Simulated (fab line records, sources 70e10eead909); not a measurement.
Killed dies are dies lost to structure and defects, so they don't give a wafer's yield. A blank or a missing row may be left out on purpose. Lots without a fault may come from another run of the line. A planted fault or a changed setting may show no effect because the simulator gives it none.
Chamber matching | flow nand_harc | NHARC_A_CONTACT_ETCH_75 on rie_diel-03: 4 sister chambers
The step etches the open film in CF4, target depth 39 nm, time 65 s. 4 wafers are shown with their chamber, then 7 later ones without.

WAFERS WITH THEIR CHAMBER
wafer  | chamber | showerhead_plenum_p_Torr (Torr)
L079.6 | 1       | 1.66
L083.3 | 2       | 1.85
L084.1 | 0       | 1.75
L084.2 | 3       | 1.72

WAFERS WITHOUT THEIR CHAMBER
wafer  | showerhead_plenum_p_Torr (Torr)
L084.6 | 1.85
L088.2 | 1.71
L088.3 | 1.65
L088.6 | 1.75
L091.1 | 1.71
L091.4 | 1.75
L091.6 | 1.75

WHICH CHAMBER EACH WENT THROUGH
wafer  | from the rows above | in truth
L084.6 | 2                   | 2
L088.2 | 3                   | 3
L088.3 | 1                   | 1
L088.6 | 0                   | 0
L091.1 | 3                   | 3
L091.4 | 0                   | 0
L091.6 | 0                   | 0
Placed correctly: 7 of 7. Can't be placed from these rows: 0. Placed wrongly: 0.
How it was worked out, from the rows above alone: a wafer's distance from a chamber is the root of the sum, over the readings, of the square of ((its reading less the chamber's mean) divided by the reading's scatter). The wafer belongs to the nearest chamber; if the next one is less than 2 further off, it can't be placed. A chamber's mean is the mean of its shown wafers. The scatter: with one shown wafer a chamber, the root of the mean of the squares of how far each hidden wafer lies from its nearest shown one.
